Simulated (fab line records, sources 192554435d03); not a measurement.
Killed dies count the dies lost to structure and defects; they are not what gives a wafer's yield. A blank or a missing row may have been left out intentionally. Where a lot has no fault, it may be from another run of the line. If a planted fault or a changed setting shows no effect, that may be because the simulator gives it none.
Matching of chambers ; flow n5_finfet ; rie_diel-05 running N5_GATE_CUT_DESCUM_18: 4 sister chambers
The step chemistry O2, time 7 s. 8 wafers are shown with their chamber, then 9 later ones without.

## WAFERS WITH THEIR CHAMBER
wafer;chamber;showerhead_plenum_p_Torr (Torr);drypump_motor_current_A (A)
L086.2;0;2.18;4.7
L086.4;3;2.03;5.0
L088.3;3;2.03;5.0
L088.5;2;2.03;5.5
L090.2;0;2.17;4.7
L092.1;2;2.03;5.5
L092.3;1;2.23;5.9
L092.6;1;2.23;5.8

## WAFERS WHOSE CHAMBER IS MISSING
wafer;showerhead_plenum_p_Torr (Torr);drypump_motor_current_A (A)
L094.2;2.03;5.5
L094.3;2.02;5.0
L094.6;2.02;5.0
L095.1;2.17;4.7
L095.2;2.02;5.0
L095.3;2.23;5.9
L095.4;2.03;5.5
L095.5;2.23;5.9
L095.6;2.17;4.7

## CHAMBER TAKEN BY EACH
wafer;from the rows above;in truth
L094.2;2;2
L094.3;3;3
L094.6;3;3
L095.1;0;0
L095.2;3;3
L095.3;1;1
L095.4;2;2
L095.5;1;1
L095.6;0;0
Correct placement for 9 of the 9. Left unplaced by these rows: 0. Wrongly placed: 0.
How it was worked out, from the rows above alone: a wafer's distance from a chamber is the root of the sum, over the readings, of the square of ((its reading less the chamber's mean) divided by the reading's scatter). The wafer belongs to the nearest chamber; if the next one is less than 2 further off, it can't be placed. A chamber's mean is the mean of its shown wafers. The scatter: the root of (the sum of the squares of (reading less its chamber's mean) over the shown wafers, divided by (wafers less chambers)).
